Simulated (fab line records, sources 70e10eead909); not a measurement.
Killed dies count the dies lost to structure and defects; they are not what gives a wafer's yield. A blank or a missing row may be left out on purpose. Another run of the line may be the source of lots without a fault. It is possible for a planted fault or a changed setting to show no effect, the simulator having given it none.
fab line records ; flow nand-harc
record lots=6; wafers=18; last-day=23
route steps=1159 shown P_ZERO_WELL@20 END@1159
lots with no fault: from the same line, run without faults
start-h: hours from the record's first day to the start of the lot's first wafer shown ; wait-h: hours from the lot's prior step to this one ; " as in the row above ; L1.1+2: one row covering several wafers at once ; - no value, or no start was given ; * or withheld: withheld ; < > ~ a bound
route shown NAME@n: a module of which the file shows steps, and the number in the route of the first ; usual: mean and standard deviation over wafers with no fault ; same: alike in all rows ; chamber/n: place in a boat ; sites: each site's reading ; _std_site: their standard deviation ; _edge_site: the outer-site mean with the inner-site mean subtracted ; radius-mm: how far each site lies from the wafer's centre ; mask NAME#n: copy n ; behind: the tool/chamber that last shaped the wafer ; hold: what put the lot on hold/how long, in hours/how the hold closed ; device: which transistor (n, p or np) failed to switch ; end of line: tests of these same wafers at the route's end ; for a step that has no rows: nothing shown but its recipe ; killed: at the first sort, the dies lost to defects and structure; wafer yield is something else ; map: dies across one wafer; x = killed, . = not, _ = none there
set.NAME: the run value of the setting; set.NAME@STEP: its run value at that earlier step ; model.NAME: the simulator's own value behind a step, which no gauge read
lots at some steps of the route; a table a step, a row a wafer
services: the hour from which a tool's chamber was out of use, counted from the record's first day as start-h (under 0 if before that day), plus the number of hours and why
## steps
# step NHARC_P_ZERO_WELL_STRIP_15
# recipe time-s=900; temp-c=130; chemistry=SPM
# step NHARC_P_ZERO_WELL_DEHYDRATE_16
# recipe temp-c=150; time-s=120
# step NHARC_P_ZERO_WELL_HMDS_17
# recipe time-s=30
# step NHARC_P_ZERO_WELL_COAT_18
# recipe spin-rpm=withheld
# step NHARC_P_ZERO_WELL_SOFTBAKE_19
# recipe temp-c=122; time-s=95
# step NHARC_P_ZERO_WELL_EBR_20
# step NHARC_P_ZERO_WELL_EXPOSE_21
# recipe na=0.6; target-cd-nm=720; dose-mj=22.31; mask-id=P_NWELL
# step NHARC_P_ZERO_WELL_PEB_22
# recipe peb-temp-c=118; peb-time-s=85
# step NHARC_P_ZERO_WELL_DEVELOP_23
# recipe time-s=70
# step NHARC_P_ZERO_WELL_CD_MEAS_24
# recipe target-cd-nm=720; landing-energy-ev=500
# usual cd-nm=718.7/1.8
lot.wafer;tool;chamber;start-h;wait-h;cd-nm
L611.2;cd-sem-02;0;26.48;-;723.3
L611.3;cd-sem-02;0;26.48;-;718.3
L611.6;cd-sem-02;0;26.48;-;721.9
L612.1;cd-sem-03;0;32.48;-;718.7
L612.2;cd-sem-03;0;32.48;-;719.9
L612.6;cd-sem-03;0;32.48;-;722.2
L613.3;cd-sem-03;0;38.47;-;718.6
L613.4;cd-sem-03;0;38.47;-;717.3
L613.6;cd-sem-03;0;38.47;-;718.9
L624.1;cd-sem-01;0;104.45;-;720.7
L624.2;cd-sem-01;0;104.45;-;717.7
L624.3;cd-sem-01;0;104.45;-;719.5
L625.1;cd-sem-02;0;110.46;-;717.7
L625.3;cd-sem-02;0;110.46;-;717.7
L625.5;cd-sem-02;0;110.46;-;718.2
L627.2;cd-sem-01;0;122.63;-;718.6
L627.4;cd-sem-01;0;122.63;-;717.9
L627.6;cd-sem-01;0;122.63;-;718.5
# step NHARC_P_ZERO_WELL_HARDBAKE_25
# recipe temp-c=125; time-s=80
# step NHARC_P_ZERO_WELL_DESCUM_26
# recipe time-s=3; o2-flow-sccm=200; ar-flow-sccm=0; bias-power-w=0; chemistry=O2
# usual drypump-motor-current-A=5.7/0.38; oes-product-au=1.005/0.0084; rf-vpp-V=58.0/0.92; showerhead-plenum-p-Torr=1.98/0.067; throttle-valve-pct=11.311/0.0089
lot.wafer;tool;chamber;start-h;wait-h;drypump-motor-current-A;oes-product-au;rf-hours-counter-h;rf-vpp-V;showerhead-plenum-p-Torr;throttle-valve-pct
L611.3;rie-diel-02;2;26.66;-;5.7;1.006;3;57.2;1.92;11.301
L611.2;rie-diel-02;3;26.66;-;5.4;1.011;2;57.8;2.00;11.294
L611.6;rie-diel-02;2;26.66;-;5.7;1.008;-;57.7;1.92;11.309
L612.2;rie-diel-07;1;32.65;-;5.2;0.989;10;56.7;2.02;11.319
L612.1;rie-diel-07;2;32.65;-;5.7;1.002;11;57.2;2.00;11.296
L612.6;rie-diel-07;3;32.65;-;5.3;0.997;-;58.3;1.79;11.303
L613.3;rie-diel-02;0;38.66;-;6.3;1.008;3;58.0;1.94;11.311
L613.6;rie-diel-02;2;38.66;-;5.6;1.007;-;57.2;1.92;11.305
L613.4;rie-diel-02;3;38.66;-;5.4;1.010;-;58.2;2.00;11.318
L624.3;rie-diel-04;2;104.61;-;5.5;1.014;14;58.8;1.95;11.304
L624.2;rie-diel-04;3;104.61;-;6.4;1.010;13;57.2;2.01;11.298
L624.1;rie-diel-04;0;104.61;-;5.6;1.013;10;58.6;2.03;11.313
L625.3;rie-diel-04;1;110.62;-;6.0;1.009;13;58.4;2.06;11.305
L625.1;rie-diel-04;2;110.62;-;5.5;1.015;14;59.3;1.95;11.317
L625.5;rie-diel-04;1;110.62;-;6.0;1.009;-;58.0;2.06;11.321
L627.2;rie-diel-02;1;122.79;-;5.6;1.011;8;56.6;2.07;11.316
L627.4;rie-diel-02;3;122.79;-;5.4;1.011;7;57.8;1.99;11.304
L627.6;rie-diel-02;2;122.79;-;5.7;1.021;-;55.8;1.92;11.311
# step NHARC_P_ZERO_WELL_IMPLANT_27
# recipe energy-kev=600; dose-cm2=1e+13; tilt-deg=7
# usual beam-on-s=10.02/0.19; end-station-pressure-torr=5.08e-06/2.8e-07
lot.wafer;tool;chamber;start-h;wait-h;beam-on-s;end-station-pressure-torr
L611.2;implanter-01;0;26.82;0.1;10.04;5.23e-06
L611.3;implanter-01;0;26.82;0.1;9.78;5.01e-06
L611.6;implanter-01;0;26.82;0.1;9.81;5.22e-06
L612.1;implanter-02;0;32.81;0.1;9.99;4.53e-06
L612.2;implanter-02;0;32.81;0.1;10.11;5.1e-06
L612.6;implanter-02;0;32.81;0.1;9.87;4.85e-06
L612.1;implanter-02;0;33.23;0.4;10.21;5.15e-06
L612.2;implanter-02;0;33.23;0.4;9.89;5.72e-06
L612.6;implanter-02;0;33.23;0.4;9.90;4.49e-06
L613.3;implanter-01;0;38.86;0.2;10.13;5.56e-06
L613.4;implanter-01;0;38.86;0.2;9.59;4.86e-06
L613.6;implanter-01;0;38.86;0.2;9.85;4.93e-06
L613.3;implanter-01;0;39.28;0.4;9.78;5.1e-06
L613.4;implanter-01;0;39.28;0.4;10.15;4.81e-06
L613.6;implanter-01;0;39.28;0.4;10.25;5.45e-06
L624.1;implanter-02;0;104.76;0.1;9.80;5.09e-06
L624.2;implanter-02;0;104.76;0.1;10.30;5.25e-06
L624.3;implanter-02;0;104.76;0.1;10.21;4.81e-06
L625.1;implanter-02;0;110.77;0.1;10.15;5.22e-06
L625.3;implanter-02;0;110.77;0.1;10.01;5.35e-06
L625.5;implanter-02;0;110.77;0.1;10.27;5.02e-06
L627.2;implanter-01;0;122.97;0.2;10.06;4.94e-06
L627.4;implanter-01;0;122.97;0.2;10.05;4.49e-06
L627.6;implanter-01;0;122.97;0.2;10.34;4.8e-06
# step NHARC_P_ZERO_WELL_IMPLANT_57
# recipe energy-kev=250; dose-cm2=4e+12; tilt-deg=7
# step NHARC_END_SORT_01
# recipe temp-c=25
# usual killed-at-array=29/8.4; killed-at-other=0.7/1.2; killed-at-periphery=3.8/2.1; killed-dies=33/9; killed-open=3.4/2; killed-short=2.1/1.4
# same gross-dies=677
lot.wafer;tool;chamber;start-h;wait-h;killed-at-array;killed-at-other;killed-at-periphery;killed-dies;killed-open;killed-short
L613.4;prober-02;0;482.34;3.4;29;0;2;31;1;2
# killed by level:class
L613.4 A_SLIT:chamber-film-flake=15 A_CONTACT:chamber-film-flake=5 A_WL_FILL:chamber-film-flake=4 P_GATE:geometric-particle:short=1 A_CHANNEL_HOLE_D1:geometric-particle:open=1 A_CHANNEL_HOLE_D1:geometric-particle:short=1 P_ZERO_WELL:chamber-film-flake=1 A_CHANNEL_HOLE_D1:chamber-film-flake=1
## services
tool;chamber;start-h;hours;kind
implanter-01;-;5.03;2.6;repair
rie-diel-02;0;7.20;-;clean
rie-diel-02;1;7.20;-;clean
rie-diel-02;2;7.20;-;clean
rie-diel-02;3;7.20;-;clean
rie-diel-07;3;13.70;9.6;repair
rie-diel-07;0;31.15;6.9;repair
rie-diel-02;0;31.70;-;clean
rie-diel-02;1;31.70;-;clean
rie-diel-02;2;31.70;-;clean
rie-diel-02;3;31.70;-;clean
rie-diel-02;1;35.48;9.8;repair
rie-diel-04;0;45.29;1.6;repair
rie-diel-07;-;45.59;0.4;repair
rie-diel-02;3;49.10;18.8;repair
rie-diel-07;-;51.20;9.0;pm
rie-diel-02;0;56.20;-;clean
rie-diel-02;1;56.20;-;clean
rie-diel-02;2;56.20;-;clean
rie-diel-02;0;80.70;-;clean
implanter-02;-;85.00;13.0;pm
rie-diel-07;3;90.14;4.6;repair
rie-diel-07;1;94.74;4.8;repair
rie-diel-04;-;111.98;9.0;pm
## key
first-sign step=NHARC_P_ZERO_WELL_IMPLANT_27; reading=visit; direction=added
effect none on later readings
met-at NHARC_P_ZERO_WELL_IMPLANT_27
struck-wafers L612.1,L612.2,L612.6,L613.3,L613.4,L613.6
tester-left-out L612,L613
fault kind=repeated-step-whole; tool=implanter-01,implanter-02; chamber=-; onset-h=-; steps=NHARC_P_ZERO_WELL_IMPLANT_27; times=1; scope=struck-lots-only
# tester-left-out: of these lots the tester's yield and bins aren't shown, on N5 and GAA mostly nor the transistor test; their killed dies are dies lost to structure and defects alone, not to doping, threshold or leakage, so they don't give the yield
